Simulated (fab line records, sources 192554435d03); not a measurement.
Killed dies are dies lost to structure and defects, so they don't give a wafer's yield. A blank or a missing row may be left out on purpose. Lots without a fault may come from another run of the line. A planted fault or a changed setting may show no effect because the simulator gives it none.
fab line records | flow n5_finfet
record lots=24 wafers=72 last_day=17
route steps=1938 shown HKMG_FIN@439 GATE_CUT@506 MOL_CONTACT_COAG@538
lots that met no fault: from a run of the same line without faults
start_h: hours from the record's first day to the start of the lot's first wafer shown | wait_h: hours since the lot's step before | " the same as in the row above | L1.1+2: a row that stands for several wafers | - no value, or no start given | * or withheld: withheld | < > ~ a bound
route shown NAME@n: a module of which the file shows steps, and the number in the route of the first | usual: mean/standard deviation of fault-free wafers | same: alike in all rows | chamber/n: place in a boat | sites: the reading at each site | _std_site: their standard deviation | _edge_site: outer sites' mean less inner sites' | radius_mm: how far each site lies from the wafer's centre | mask NAME#n: copy n | behind: the tool/chamber that last shaped the wafer | hold: why the lot was held/for how many hours/how that ended | device: the transistor (n, p or np) that didn't switch | end of line: the same wafers' tests at the end of the route | a step without rows: its recipe alone | killed: dies lost to structure and defects at the first sort, not the wafer's yield | map: a wafer's dies, x killed, . not, _ none there
set.NAME: the setting as run; set.NAME@STEP: as run at that earlier step | model.NAME: the simulator's own value behind a step, which no gauge read
steps of the route over a sample of lots; a table a step, a row a wafer
services: from which hour (start_h, from the record's first day; less than 0 if before it) a tool's chamber was out of use, for how many hours, and why
## steps
# step N5_HKMG_FIN_STRIP_92
# recipe chemistry=N2/H2 material=SOC time_s=20 power_w=500 temp_c=40 pressure_mtorr=50 rf_frequency_hz=6e+07 bias_power_w=8 h2_frac=0.5 n2_flow_sccm=300 h2_flow_sccm=300
# usual drypump_motor_current_A=5.6/0.44 oes_product_au=0.80/0.1 rf_vpp_V=54.1/0.85 showerhead_plenum_p_Torr=3.38/0.075 throttle_valve_pct=19.1/0.43
# columns lot.wafer tool chamber start_h wait_h drypump_motor_current_A oes_product_au rf_hours_counter_h rf_vpp_V showerhead_plenum_p_Torr throttle_valve_pct
L075.3 rie_diel-04 3 82.99 0.1 6.3 0.73 200 53.9 3.48 19.7
L075.4 " 3 " " 6.3 0.72 - 54.2 3.48 19.6
L075.6 " 1 " " 5.3 0.93 - 53.4 3.34 19.3
L074.1 rie_diel-03 3 84.13 0.1 5.5 0.67 244 52.7 3.46 19.9
L074.2 " 1 " " 6.4 0.85 43 53.7 3.42 19.0
L074.4 " 2 " " 5.4 0.73 195 55.3 3.46 18.9
L076.2 rie_diel-03 1 89.38 0.1 6.3 0.84 44 54.3 3.42 19.0
L076.3 " 3 " " 5.5 0.67 245 55.0 3.45 20.0
L076.5 " 0 " " 5.8 0.67 - 54.9 3.33 18.8
L077.4 rie_diel-04 3 102.34 0.1 6.3 0.72 208 55.7 3.48 19.7
L077.5 " 0 " " 4.8 0.89 - 55.2 3.37 18.2
L077.6 " 1 " " 5.3 0.92 - 52.9 3.34 19.3
L078.1 rie_diel-03 1 106.86 0.1 6.3 0.84 50 54.5 3.41 19.0
L078.2 " 0 " " 5.8 0.67 222 53.7 3.33 18.8
L078.6 " 0 " " 5.8 0.67 - 53.0 3.33 18.8
L079.2 rie_diel-03 2 111.06 0.1 5.4 0.71 206 55.1 3.45 18.9
L079.3 " 1 " " 6.4 0.83 53 53.8 3.41 19.0
L079.6 " 2 " " 5.4 0.71 - 53.9 3.45 18.9
L080.2 rie_diel-05 1 113.39 0.1 5.3 0.68 249 53.9 3.47 19.9
L080.3 " 3 " " 5.8 0.72 157 54.7 3.34 19.1
L080.6 " 0 " " 6.0 0.72 - 54.7 3.22 18.8
L081.2 rie_diel-03 3 125.16 0.1 5.5 1.00 1 54.2 3.45 19.6
L081.5 " 3 " " 5.5 1.01 - 54.9 3.45 19.5
L081.6 " 0 " " 5.8 0.67 - 55.0 3.32 18.9
L082.1 rie_diel-03 1 129.67 0.1 6.3 0.82 60 52.6 3.41 19.0
L082.3 " 3 " " 5.5 0.98 3 53.9 3.45 19.5
L082.4 " 0 " " 5.8 0.67 232 54.5 3.32 18.9
L083.1 rie_diel-04 2 137.94 0.1 5.5 0.94 16 53.9 3.31 19.1
L083.2 " 0 " " 4.8 0.86 58 53.6 3.36 18.3
L083.4 " 1 " " 5.3 0.88 28 54.2 3.33 19.4
L084.2 rie_diel-05 2 142.03 0.1 5.3 0.76 106 53.9 3.41 19.4
L084.3 " 1 " " 5.3 0.98 4 55.0 3.47 19.6
L084.6 " 1 " " 5.3 0.99 - 53.2 3.47 19.6
L087.3 rie_diel-04 2 158.63 0.1 5.5 0.92 23 53.7 3.31 19.1
L087.5 " 2 " " 5.5 0.92 - 54.8 3.31 19.2
L087.6 " 3 " " 6.3 0.71 - 54.3 3.47 19.7
L085.1 rie_diel-04 2 161.57 0.1 5.5 0.93 24 55.3 3.31 19.2
L085.3 " 0 " " 4.8 0.85 66 52.7 3.36 18.2
L085.4 " 1 " " 5.3 0.88 36 55.6 3.32 19.4
L086.2 rie_diel-04 3 164.77 0.1 6.3 0.71 228 53.6 3.47 19.7
L086.4 " 1 " " 5.3 0.87 38 54.4 3.32 19.4
L086.6 " 0 " " 4.8 0.84 - 52.9 3.36 18.2
L088.1 rie_diel-05 2 173.81 0.1 5.3 0.75 115 53.8 3.40 19.4
L088.5 " 0 " " 6.0 0.70 - 54.4 3.21 18.8
L088.6 " 3 " " 5.8 0.71 - 53.7 3.33 19.1
L089.3 rie_diel-05 2 176.50 0.1 5.3 0.75 116 56.1 3.40 19.4
L089.4 " 3 " " 5.8 0.71 180 52.8 3.33 19.1
L089.6 " 2 " " 5.3 0.75 - 54.2 3.40 19.4
L091.1 rie_diel-05 2 182.23 0.1 5.3 0.75 117 53.4 3.40 19.4
L091.2 " 0 " " 6.0 0.71 185 52.3 3.21 18.8
L091.6 " 1 " " 5.3 0.95 - 55.4 3.46 19.6
L090.2 rie_diel-03 1 182.62 0.1 6.4 0.81 79 53.7 3.40 19.0
L090.4 " 1 " " 6.4 0.79 - 53.5 3.40 19.0
L090.5 " 3 " " 5.5 0.93 - 53.1 3.44 19.6
L092.1 rie_diel-05 0 188.22 0.1 6.0 0.69 187 53.0 3.21 18.8
L092.4 " 1 " " 5.3 0.94 19 53.5 3.46 19.6
L092.6 " 1 " " 5.3 0.93 - 55.5 3.46 19.6
L093.1 rie_diel-04 2 189.50 0.1 5.5 0.91 30 52.9 3.31 19.2
L093.3 " 0 " " 4.8 0.84 79 54.0 3.35 18.3
L093.4 " 1 " " 5.3 0.85 50 54.3 3.32 19.4
L094.2 rie_diel-03 2 199.54 0.1 5.4 0.69 243 53.7 3.43 19.0
L094.3 " 3 " " 5.5 0.91 33 54.2 3.43 19.6
L094.5 " 2 " " 5.3 0.69 - 53.7 3.43 19.0
L095.4 rie_diel-05 3 200.83 0.1 5.8 0.70 188 55.0 3.32 19.1
L095.5 " 2 " " 5.3 0.73 - 54.6 3.40 19.4
L095.6 " 1 " " 5.3 0.93 - 55.1 3.46 19.6
L096.4 rie_diel-04 1 208.66 0.0 5.3 0.84 - 55.6 3.31 19.4
L096.5 " 0 " " 4.8 0.83 - 53.3 3.35 18.3
L096.6 " 3 " " 6.3 0.70 - 55.6 3.46 19.7
L097.1 rie_diel-03 1 218.37 0.1 6.3 0.79 93 54.5 3.39 19.0
L097.4 " 0 " " 5.8 0.95 4 53.6 3.31 18.5
L097.5 " 3 " " 5.5 0.89 - 54.3 3.43 19.6
# step N5_HKMG_FIN_STRIP_90
# recipe chemistry=N2/H2 material=SOC time_s=20 power_w=500 temp_c=40 pressure_mtorr=50 rf_frequency_hz=6e+07 bias_power_w=8 h2_frac=0.5 n2_flow_sccm=300 h2_flow_sccm=300
# usual drypump_motor_current_A=5.6/0.42 oes_product_au=0.80/0.1 rf_vpp_V=54.3/0.88 showerhead_plenum_p_Torr=3.37/0.075 throttle_valve_pct=19.1/0.38
# columns lot.wafer tool chamber start_h wait_h drypump_motor_current_A oes_product_au rf_hours_counter_h rf_vpp_V showerhead_plenum_p_Torr throttle_valve_pct
L075.3 rie_diel-05 2 85.01 0.0 5.3 0.79 85 53.6 3.42 19.3
L075.4 " 0 " " 6.0 0.73 151 55.2 3.23 18.8
L075.6 " 0 " " 6.0 0.74 - 52.0 3.23 18.8
L074.1 rie_diel-04 1 86.14 0.0 5.3 0.93 9 52.8 3.34 19.3
L074.2 " 3 " " 6.3 0.72 202 55.6 3.48 19.6
L074.4 " 0 " " 4.9 0.90 - 53.5 3.37 18.2
L076.2 rie_diel-05 3 91.48 0.0 5.8 0.73 151 53.2 3.34 19.1
L076.3 " 1 " " 5.3 0.69 243 55.6 3.48 19.9
L076.5 " 3 " " 5.8 0.73 - 54.6 3.34 19.1
L077.4 rie_diel-03 0 104.61 0.0 5.8 0.68 - 53.7 3.33 18.9
L077.5 " 1 " " 6.3 0.84 - 54.1 3.41 19.0
L077.6 " 2 " " 5.4 0.72 - 55.5 3.46 18.9
L078.1 rie_diel-03 0 108.86 0.0 5.8 0.67 223 53.8 3.32 18.8
L078.2 " 1 " " 6.3 0.84 51 55.1 3.41 19.0
L078.6 " 1 " " 6.3 0.83 - 53.9 3.41 19.0
L079.2 rie_diel-04 3 113.15 0.0 6.3 0.72 213 55.8 3.47 19.7
L079.3 " 0 " " 4.8 0.89 50 55.3 3.37 18.2
L079.6 " 1 " " 5.3 0.90 - 55.0 3.33 19.3
L080.2 rie_diel-05 3 115.63 0.0 5.8 0.72 158 55.7 3.34 19.1
L080.3 " 2 " " 5.3 0.77 94 53.5 3.41 19.4
L080.6 " 3 " " 5.8 0.72 - 55.9 3.34 19.0
L081.2 rie_diel-04 3 127.33 0.0 6.3 0.72 218 54.9 3.47 19.7
L081.5 " 3 " " 6.3 0.71 - 53.9 3.47 19.7
L081.6 " 2 " " 5.5 0.95 - 53.4 3.32 19.1
L082.1 rie_diel-04 3 131.67 0.0 6.3 0.72 220 54.0 3.47 19.7
L082.3 " 2 " " 5.5 0.95 13 54.9 3.32 19.1
L082.4 " 1 " " 5.3 0.88 26 54.3 3.33 19.4
L083.1 rie_diel-03 3 140.19 0.0 5.5 0.97 7 54.1 3.45 19.6
L083.2 " 2 " " 5.3 0.70 218 53.4 3.45 18.9
L083.4 " 1 " " 6.3 0.82 64 53.3 3.41 19.0
L084.2 rie_diel-04 1 144.13 0.0 5.3 0.88 31 52.6 3.33 19.4
L084.3 " 0 " " 4.9 0.87 60 54.7 3.36 18.2
L084.6 " 1 " " 5.3 0.89 - 54.5 3.33 19.4
L087.3 rie_diel-03 2 160.88 0.0 5.4 0.69 226 54.3 3.44 19.0
L087.5 " 0 " " 5.8 0.66 - 55.1 3.31 18.9
L087.6 " 1 " " 6.4 0.81 - 54.4 3.40 19.0
L085.1 rie_diel-03 2 163.61 0.0 5.3 0.69 227 55.9 3.44 19.0
L085.3 " 3 " " 5.5 0.94 16 53.1 3.44 19.6
L085.4 " 0 " " 5.8 0.66 243 53.8 3.31 18.9
L086.2 rie_diel-03 2 167.01 0.0 5.4 0.69 228 54.3 3.44 19.0
L086.4 " 3 " " 5.5 0.94 18 55.9 3.44 19.6
L086.6 " 1 " " 6.3 0.81 - 52.4 3.40 19.0
L088.1 rie_diel-03 3 175.98 0.0 5.5 0.93 21 54.8 3.44 19.6
L088.5 " 3 " " 5.5 0.93 - 54.8 3.44 19.6
L088.6 " 0 " " 5.8 0.66 - 53.7 3.31 18.9
L089.3 rie_diel-05 0 178.81 0.0 6.0 0.70 183 53.3 3.21 18.8
L089.4 " 2 " " 5.3 0.75 116 54.6 3.40 19.4
L089.6 " 3 " " 5.8 0.70 - 54.6 3.33 19.1
L091.1 rie_diel-04 3 184.26 0.0 6.3 0.70 234 54.7 3.46 19.7
L091.2 " 0 " " 4.8 0.85 77 53.2 3.35 18.3
L091.6 " 2 " " 5.5 0.91 - 53.7 3.31 19.2
L090.2 rie_diel-03 1 185.05 0.0 6.4 0.80 80 53.4 3.40 19.0
L090.4 " 3 " " 5.5 0.92 - 53.9 3.44 19.6
L090.5 " 2 " " 5.3 0.68 - 54.9 3.44 19.0
L092.1 rie_diel-05 1 190.34 0.0 5.3 0.95 20 54.2 3.46 19.6
L092.4 " 0 " " 6.0 0.71 188 54.2 3.21 18.8
L092.6 " 1 " " 5.2 0.93 - 54.2 3.46 19.6
L093.1 rie_diel-05 1 191.69 0.0 5.3 0.93 20 54.3 3.46 19.6
L093.3 " 3 " " 5.9 0.70 185 54.6 3.32 19.1
L093.4 " 0 " " 6.0 0.69 189 54.3 3.21 18.8
L094.2 rie_diel-04 0 201.62 0.0 4.8 0.83 83 56.0 3.35 18.3
L094.3 " 1 " " 5.3 0.85 54 53.7 3.31 19.4
L094.5 " 2 " " 5.5 0.90 - 53.5 3.30 19.2
L095.4 rie_diel-05 1 202.99 0.0 5.3 0.93 23 55.0 3.46 19.6
L095.5 " 1 " " 5.3 0.94 - 54.1 3.46 19.6
L095.6 " 0 " " 6.0 0.70 - 52.3 3.21 18.8
L096.4 rie_diel-03 0 210.75 0.0 5.8 0.97 2 53.7 3.31 18.5
L096.5 " 0 " " 5.8 0.98 - 54.5 3.31 18.5
L096.6 " 1 " " 6.3 0.79 - 53.7 3.39 19.0
L097.1 rie_diel-05 2 220.41 0.0 5.3 0.73 129 54.0 3.39 19.4
L097.4 " 1 " " 5.3 0.92 - 52.7 3.46 19.7
L097.5 " 2 " " 5.3 0.73 - 55.2 3.39 19.4
# step N5_GATE_CUT_VAPOR_ETCH_51
# recipe chemistry=BCl3/Cl2 target=HfO2 mode=isotropic
# usual drypump_motor_current_A=5.6/0.55 oes_product_au=0.79/0.12
# columns lot.wafer tool chamber start_h wait_h drypump_motor_current_A oes_product_au
L075.3 rie_metal-01 0 92.34 0.0 5.1 0.68
L075.4 " 1 " " 6.6 1.00
L075.6 " 0 " " 5.1 0.68
L074.1 rie_metal-03 1 96.41 0.0 5.5 0.58
L074.2 " 0 " " 5.9 0.89
L074.4 " 1 " " 5.4 0.59
L076.2 rie_metal-01 0 102.67 0.0 5.0 0.68
L076.3 " 0 " " 5.0 0.67
L076.5 " 1 " " 6.6 0.98
L077.4 rie_metal-02 0 111.00 0.0 5.5 0.82
L077.5 " 1 " " 5.0 0.68
L077.6 " 0 " " 5.5 0.83
L078.1 rie_metal-03 0 115.75 0.0 5.9 0.88
L078.2 " 1 " " 5.4 0.58
L078.6 " 0 " " 5.9 0.88
L079.2 rie_metal-01 1 119.49 0.0 6.6 0.96
L079.3 " 0 " " 5.0 0.67
L079.6 " 0 " " 5.0 0.67
L080.2 rie_metal-02 0 122.31 0.0 5.5 0.81
L080.3 " 0 " " 5.5 0.82
L080.6 " 1 " " 5.0 0.67
L081.2 rie_metal-02 1 133.89 0.0 5.0 0.66
L081.5 " 1 " " 5.0 0.67
L081.6 " 0 " " 5.5 0.80
L082.1 rie_metal-03 1 137.96 0.0 5.5 0.58
L082.3 " 0 " " 5.9 0.85
L082.4 " 1 " " 5.4 0.58
L083.1 rie_metal-01 0 146.70 0.0 5.1 0.65
L083.2 " 1 " " 6.6 0.93
L083.4 " 1 " " 6.6 0.93
L084.2 rie_metal-01 1 151.41 0.0 6.6 0.94
L084.3 " 1 " " 6.6 0.93
L084.6 " 0 " " 5.0 0.66
L087.3 rie_metal-03 0 167.18 0.0 6.0 0.84
L087.5 " 0 " " 5.9 0.85
L087.6 " 1 " " 5.5 0.97
L085.1 rie_metal-02 1 170.03 0.0 5.0 0.66
L085.3 " 1 " " 5.0 0.67
L085.4 " 0 " " 5.5 0.80
L086.2 rie_metal-02 0 173.38 0.0 5.5 0.80
L086.4 " 0 " " 5.5 0.79
L086.6 " 0 " " 5.5 0.80
L088.1 rie_metal-01 1 182.45 0.0 6.6 0.93
L088.5 " 0 " " 5.0 0.67
L088.6 " 1 " " 6.6 0.93
L089.3 rie_metal-01 1 186.16 0.0 6.6 0.92
L089.4 " 0 " " 5.0 0.67
L089.6 " 1 " " 6.6 0.92
L091.1 rie_metal-02 1 191.22 0.0 5.0 0.66
L091.2 " 0 " " 5.5 0.80
L091.6 " 0 " " 5.5 0.79
L090.2 rie_metal-03 0 193.27 0.0 5.9 0.84
L090.4 " 1 " " 5.4 0.93
L090.5 " 0 " " 5.9 0.83
L092.1 rie_metal-02 0 196.81 0.0 5.5 0.80
L092.4 " 1 " " 5.0 0.67
L092.6 " 1 " " 5.0 0.66
L093.1 rie_metal-03 0 198.71 0.0 5.9 0.85
L093.3 " 0 " " 5.9 0.85
L093.4 " 1 " " 5.5 0.93
L094.2 rie_metal-03 0 209.56 0.0 5.9 0.84
L094.3 " 0 " " 5.9 0.82
L094.5 " 0 " " 5.9 0.83
L095.4 rie_metal-03 1 210.76 0.0 5.5 0.93
L095.5 " 1 " " 5.5 0.93
L095.6 " 0 " " 5.9 0.84
L096.4 rie_metal-02 1 217.23 0.0 5.0 0.66
L096.5 " 0 " " 5.5 0.79
L096.6 " 1 " " 5.0 0.66
L097.1 rie_metal-01 1 227.12 0.0 6.6 0.89
L097.4 " 1 " " 6.6 0.88
L097.5 " 0 " " 5.0 0.65
# step N5_GATE_CUT_CMP_43
# recipe material=SiO2 post_cmp_clean=rinse_only
# usual motor_current_A=12.0/1.1
# columns lot.wafer tool chamber start_h wait_h motor_current_A
L075.3 cmp-02 3 98.66 0.1 13.2
L075.4 " 0 " " 11.2
L075.6 " 3 " " 12.9
L074.2 cmp-02 1 103.10 0.0 10.4
L074.1 " 3 " " 13.0
L074.4 " 0 " " 11.7
L076.3 cmp-03 0 105.16 0.0 15.6
L076.2 " 3 " " 11.7
L076.5 " 1 " " 10.8
L077.4 cmp-04 3 113.17 0.2 12.4
L077.6 " 1 " " 12.7
L077.5 " 2 " " 12.0
L078.2 cmp-02 0 118.05 0.0 11.8
L078.1 " 2 " " 11.9
L078.6 " 1 " " 10.8
L079.3 cmp-02 1 121.52 0.0 9.9
L079.2 " 0 " " 11.9
L079.6 " 2 " " 11.7
L080.3 cmp-02 3 124.40 0.1 12.2
L080.2 " 1 " " 10.4
L080.6 " 3 " " 12.3
L081.2 cmp-02 2 136.06 0.2 10.9
L081.6 " 0 " " 12.0
L081.5 " 1 " " 10.4
L082.4 cmp-02 1 139.98 0.0 10.4
L082.1 " 2 " " 12.2
L082.3 " 3 " " 12.6
L083.1 cmp-02 1 148.80 0.1 10.5
L083.2 " 2 " " 10.9
L083.4 " 3 " " 12.3
L084.2 cmp-03 3 153.51 0.1 12.5
L084.3 " 0 " " 15.8
L084.6 " 3 " " 11.6
L087.3 cmp-03 2 169.74 0.0 12.0
L087.6 " 2 " " 11.8
L087.5 " 3 " " 11.8
L085.3 cmp-04 1 173.72 0.1 13.2
L085.4 " 2 " " 11.7
L085.1 " 3 " " 11.6
L086.4 cmp-04 0 175.48 0.1 12.4
L086.2 " 1 " " 13.3
L086.6 " 3 " " 11.7
L088.1 cmp-03 2 185.74 0.3 11.8
L088.5 " 3 " " 12.0
L088.6 " 0 " " 15.3
L089.4 cmp-04 2 189.07 0.1 13.2
L089.3 " 3 " " 11.5
L089.6 " 2 " " 12.3
L091.1 cmp-04 0 193.40 0.2 12.8
L091.2 " 1 " " 12.9
L091.6 " 2 " " 11.4
L090.2 cmp-02 0 195.37 0.1 11.6
L090.4 " 2 " " 11.3
L090.5 " 3 " " 12.6
L092.1 cmp-02 2 199.17 0.2 11.3
L092.4 " 3 " " 11.8
L092.6 " 0 " " 11.9
L093.3 cmp-04 0 203.39 0.1 12.3
L093.1 " 1 " " 12.6
L093.4 " 2 " " 12.1
L094.2 cmp-02 3 211.85 0.3 12.6
L094.3 " 0 " " 12.2
L094.5 " 3 " " 12.6
L095.4 cmp-04 3 213.00 0.3 11.7
L095.5 " 0 " " 12.4
L095.6 " 1 " " 12.0
L096.4 cmp-04 2 219.83 0.2 12.0
L096.5 " 0 " " 12.6
L096.6 " 1 " " 13.2
L097.1 cmp-04 2 229.22 0.1 11.8
L097.4 " 0 " " 12.7
L097.5 " 2 " " 12.5
# step N5_GATE_CUT_INSPECT_26
# recipe inspect_instrument=darkfield mode=post_cmp
# usual raw_defect_count=43/17
# columns lot.wafer tool chamber start_h wait_h raw_defect_count
L075.3 defect_inspect-01 - 99.30 0.0 25
L075.4 " - " " 16
L075.6 " - " " 43
L074.1 defect_inspect-01 - 103.81 0.0 45
L074.2 " - " " 38
L074.4 " - " " 34
L076.2 defect_inspect-01 - 105.87 0.0 51
L076.3 " - " " 39
L076.5 " - " " 28
L077.4 defect_inspect-01 - 113.72 0.0 49
L077.5 " - " " 36
L077.6 " - " " 31
L078.1 defect_inspect-01 - 118.76 0.0 43
L078.2 " - " " 46
L078.6 " - " " 51
L079.2 defect_inspect-02 - 122.23 0.0 79
L079.3 " - " " 39
L079.6 " - " " 63
L080.2 defect_inspect-02 - 125.04 0.0 28
L080.3 " - " " 58
L080.6 " - " " 47
L081.2 defect_inspect-02 - 136.61 0.0 31
L081.5 " - " " 44
L081.6 " - " " 30
L082.1 defect_inspect-02 - 140.69 0.0 34
L082.3 " - " " 41
L082.4 " - " " 48
L083.1 defect_inspect-02 - 149.43 0.0 46
L083.2 " - " " 81
L083.4 " - " " 67
L084.2 defect_inspect-02 - 154.14 0.0 28
L084.3 " - " " 19
L084.6 " - " " 28
L087.3 defect_inspect-02 - 170.45 0.0 46
L087.5 " - " " 23
L087.6 " - " " 30
L085.1 defect_inspect-01 - 174.35 0.0 58
L085.3 " - " " 29
L085.4 " - " " 73
L086.2 defect_inspect-02 - 176.11 0.0 49
L086.4 " - " " 39
L086.6 " - " " 32
L088.1 defect_inspect-01 - 186.22 0.0 22
L088.5 " - " " 19
L088.6 " - " " 61
L089.3 defect_inspect-01 - 189.70 0.0 24
L089.4 " - " " 24
L089.6 " - " " 51
L091.1 defect_inspect-02 - 193.96 0.0 39
L091.2 " - " " 28
L091.6 " - " " 30
L090.2 defect_inspect-02 - 196.00 0.0 40
L090.4 " - " " 52
L090.5 " - " " 46
L092.1 defect_inspect-02 - 199.72 0.0 62
L092.4 " - " " 44
L092.6 " - " " 52
L093.1 defect_inspect-01 - 204.02 0.0 52
L093.3 " - " " 15
L093.4 " - " " 24
L094.2 defect_inspect-02 - 212.48 0.0 62
L094.3 " - " " 74
L094.5 " - " " 42
L095.4 defect_inspect-01 - 213.48 0.0 45
L095.5 " - " " 56
L095.6 " - " " 44
L096.4 defect_inspect-02 - 220.39 0.0 39
L096.5 " - " " 35
L096.6 " - " " 56
L097.1 defect_inspect-02 - 229.85 0.0 43
L097.4 " - " " 37
L097.5 " - " " 33
# step N5_MOL_CONTACT_COAG_ETCH_110
# recipe chemistry=CF4/O2 target=Si target_depth_a=25 time_s=8 pressure_mtorr=100 source_w=200 bias_w=12 ion_energy_ev=60 Ar_flow_sccm=100 cf4_flow_sccm=100 O2_flow_sccm=10
# usual drypump_motor_current_A=5.6/0.43 oes_product_au=0.80/0.098 rf_vpp_V=127/3.2 showerhead_plenum_p_Torr=2.22/0.049 throttle_valve_pct=10.77/0.25
# columns lot.wafer tool chamber start_h wait_h drypump_motor_current_A oes_product_au rf_hours_counter_h rf_vpp_V showerhead_plenum_p_Torr throttle_valve_pct
L075.3 rie_diel-03 2 100.12 0.0 5.4 0.72 199 130 2.29 11.06
L075.4 " 3 " " 5.5 0.67 248 127 2.28 11.14
L075.6 " 3 " " 5.5 0.67 - 128 2.28 11.14
L074.1 rie_diel-05 3 104.52 0.0 5.8 0.73 154 127 2.23 11.09
L074.2 " 2 " " 5.3 0.77 90 125 2.23 10.55
L074.4 " 0 " " 6.0 0.72 157 124 2.13 10.83
L076.2 rie_diel-05 0 107.10 0.0 6.0 0.71 158 123 2.13 10.82
L076.3 " 1 " " 5.3 0.68 248 121 2.28 11.23
L076.5 " 0 " " 6.0 0.72 - 125 2.13 10.84
L077.4 rie_diel-04 3 114.42 0.0 6.3 0.73 213 130 2.28 10.86
L077.5 " 0 " " 4.8 0.89 - 129 2.26 10.48
L077.6 " 3 " " 6.3 0.73 - 130 2.28 10.87
L078.1 rie_diel-05 0 119.58 0.0 5.9 0.71 162 125 2.13 10.87
L078.2 " 2 " " 5.3 0.76 95 126 2.23 10.57
L078.6 " 2 " " 5.3 0.77 - 125 2.23 10.56
L079.2 rie_diel-04 1 122.98 0.0 5.3 0.90 23 131 2.19 10.68
L079.3 " 2 " " 5.5 0.95 10 126 2.16 10.49
L079.6 " 2 " " 5.5 0.95 - 126 2.16 10.50
L080.2 rie_diel-04 0 125.73 0.0 4.8 0.88 53 129 2.26 10.49
L080.3 " 3 " " 6.3 0.72 217 130 2.28 10.88
L080.6 " 0 " " 4.8 0.87 - 130 2.26 10.48
L081.2 rie_diel-03 0 137.44 0.0 5.8 0.66 234 122 2.21 11.10
L081.5 " 2 " " 5.4 0.71 - 130 2.28 11.11
L081.6 " 3 " " 5.4 0.97 - 129 2.27 10.45
L082.1 rie_diel-04 3 141.48 0.0 6.3 0.72 223 132 2.27 10.90
L082.3 " 1 " " 5.3 0.88 30 129 2.18 10.70
L082.4 " 2 " " 5.5 0.93 17 125 2.16 10.52
L083.1 rie_diel-04 2 150.29 0.0 5.5 0.93 19 125 2.16 10.52
L083.2 " 1 " " 5.3 0.88 32 128 2.18 10.70
L083.4 " 1 " " 5.3 0.89 - 131 2.18 10.70
L084.2 rie_diel-05 1 154.96 0.0 5.3 0.96 8 122 2.28 10.55
L084.3 " 3 " " 5.8 0.72 173 125 2.22 11.13
L084.6 " 0 " " 6.0 0.71 - 124 2.12 10.89
L087.3 rie_diel-05 3 171.28 0.0 5.8 0.71 178 125 2.22 11.14
L087.5 " 2 " " 5.3 0.74 - 127 2.22 10.62
L087.6 " 1 " " 5.3 0.95 - 122 2.27 10.56
L085.1 rie_diel-03 3 175.17 0.0 5.5 0.94 21 129 2.27 10.48
L085.3 " 0 " " 5.8 0.65 248 124 2.21 11.15
L085.4 " 2 " " 5.4 0.70 231 129 2.28 11.14
L086.2 rie_diel-03 0 176.81 0.0 5.8 0.65 249 123 2.21 11.13
L086.4 " 3 " " 5.5 0.94 21 129 2.27 10.50
L086.6 " 3 " " 5.5 0.93 - 129 2.27 10.49
L088.1 rie_diel-05 2 187.04 0.0 5.3 0.74 119 127 2.22 10.63
L088.5 " 2 " " 5.3 0.74 - 127 2.22 10.61
L088.6 " 3 " " 5.8 0.70 - 126 2.22 11.17
L089.3 rie_diel-04 2 190.89 0.0 5.5 0.91 31 126 2.15 10.55
L089.4 " 3 " " 6.3 0.70 236 131 2.27 10.94
L089.6 " 2 " " 5.5 0.90 - 125 2.16 10.55
L091.1 rie_diel-03 3 194.65 0.0 5.4 0.92 30 129 2.27 10.50
L091.2 " 1 " " 6.3 0.80 84 134 2.24 10.67
L091.6 " 3 " " 5.4 0.91 - 129 2.27 10.53
L090.2 rie_diel-05 3 196.82 0.0 5.8 0.70 186 126 2.22 11.17
L090.4 " 1 " " 5.3 0.92 21 123 2.27 10.57
L090.5 " 0 " " 6.0 0.69 - 124 2.12 10.93
L092.1 rie_diel-04 2 204.84 0.0 5.5 0.91 36 124 2.15 10.56
L092.4 " 1 " " 5.3 0.86 55 130 2.18 10.76
L092.6 " 0 " " 4.8 0.84 - 128 2.25 10.59
L093.1 rie_diel-03 2 204.89 0.0 5.4 0.69 245 129 2.27 11.18
L093.3 " 1 " " 6.3 0.80 89 135 2.23 10.66
L093.4 " 2 " " 5.4 0.70 - 129 2.27 11.20
L094.2 rie_diel-03 1 213.18 0.0 6.3 0.79 92 133 2.23 10.68
L094.3 " 3 " " 5.5 0.91 37 128 2.26 10.53
L094.5 " 2 " " 5.4 0.69 - 129 2.27 11.20
L095.4 rie_diel-04 2 214.41 0.0 5.5 0.90 36 123 2.15 10.59
L095.5 " 1 " " 5.3 0.84 - 130 2.17 10.76
L095.6 " 0 " " 4.8 0.83 - 129 2.25 10.56
L096.4 rie_diel-03 3 221.22 0.0 5.5 0.90 41 128 2.26 10.56
L096.5 " 3 " " 5.4 0.90 - 129 2.26 10.55
L096.6 " 0 " " 5.8 0.93 - 124 2.21 10.45
L097.1 rie_diel-04 1 230.79 0.0 5.3 0.84 66 128 2.17 10.82
L097.4 " 2 " " 5.5 0.88 - 126 2.15 10.59
L097.5 " 1 " " 5.3 0.83 - 131 2.17 10.82
## services
# columns tool chamber start_h hours kind
cmp-03 - 59.88 3.7 pm
rie_diel-05 0 63.64 5.0 repair
cmp-02 - 65.66 13.7 pm
cmp-04 - 78.61 2.0 repair
rie_diel-03 3 104.51 - clean
rie_diel-03 3 104.51 - consumable_replace:focus_ring
rie_diel-03 3 104.51 17.2 scheduled_down
rie_diel-03 3 104.51 17.2 vent_cycle
cmp-02 - 112.86 1.6 repair
cmp-04 - 131.28 3.7 pm
cmp-03 - 139.32 4.0 pm
rie_metal-02 0 144.98 2.3 repair
rie_diel-04 3 149.33 7.2 repair
rie_metal-02 - 158.34 0.6 repair
cmp-02 - 169.22 0.3 repair
rie_diel-04 2 169.75 12.7 repair
rie_metal-01 - 179.59 0.4 repair
cmp-02 - 180.72 4.0 pm
cmp-03 - 192.54 2.2 repair
cmp-03 - 202.26 2.2 repair
rie_diel-04 2 205.62 6.8 repair
cmp-02 - 206.20 2.5 repair
rie_metal-02 0 218.57 12.5 repair
cmp-03 - 220.39 0.8 repair
## key
fault none
